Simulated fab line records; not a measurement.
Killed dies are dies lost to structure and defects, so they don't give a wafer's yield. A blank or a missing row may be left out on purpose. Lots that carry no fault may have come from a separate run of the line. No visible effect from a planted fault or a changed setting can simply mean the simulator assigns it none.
Matching of chambers | flow n5-finfet | rie-diel-02 running N5_BEOL_M15_ETCH_59: 4 sister chambers
The step etches BARC in N2/H2, target depth 89 nm, overetch 26.7 nm, time 67.9 s. 4 wafers are shown with their chamber, then 7 later ones without.

== WAFERS WITH THEIR CHAMBER ==
wafer  | chamber | throttle-valve-pct (%)
L153.1 | 2       | 17.47
L153.6 | 0       | 18.16
L157.1 | 3       | 18.16
L157.2 | 1       | 18.29

== WAFERS WITHOUT THEIR CHAMBER ==
wafer  | throttle-valve-pct (%)
L157.5 | 18.30
L161.1 | 18.16
L161.2 | 18.18
L161.5 | 18.20
L166.1 | 17.49
L166.4 | 18.34
L166.5 | 18.19

== WHICH CHAMBER EACH WENT THROUGH ==
wafer  | from the rows above          | in truth
L157.5 | 1                            | 1
L161.1 | can't be placed: 0 or 3      | 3
L161.2 | can't be placed: 0 or 3      | 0
L161.5 | can't be placed: 0 or 3 or 1 | 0
L166.1 | 2                            | 2
L166.4 | 1                            | 1
L166.5 | can't be placed: 0 or 3      | 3
Placed correctly: 3 of 7. Unplaceable from these rows: 4, with the true chamber sitting among the candidates in 4. 0 placed wrongly.
How it was worked out, from the rows above alone: a wafer's distance from a chamber is the root of the sum, over the readings, of the square of ((its reading less the chamber's mean) divided by the reading's scatter). The wafer belongs to the nearest chamber; if the next one is less than 2 further off, it can't be placed. A chamber's mean is the mean of its shown wafers. The scatter (one wafer shown for each chamber): square how far every hidden wafer sits from the nearest shown wafer, average those squares and take the square root.
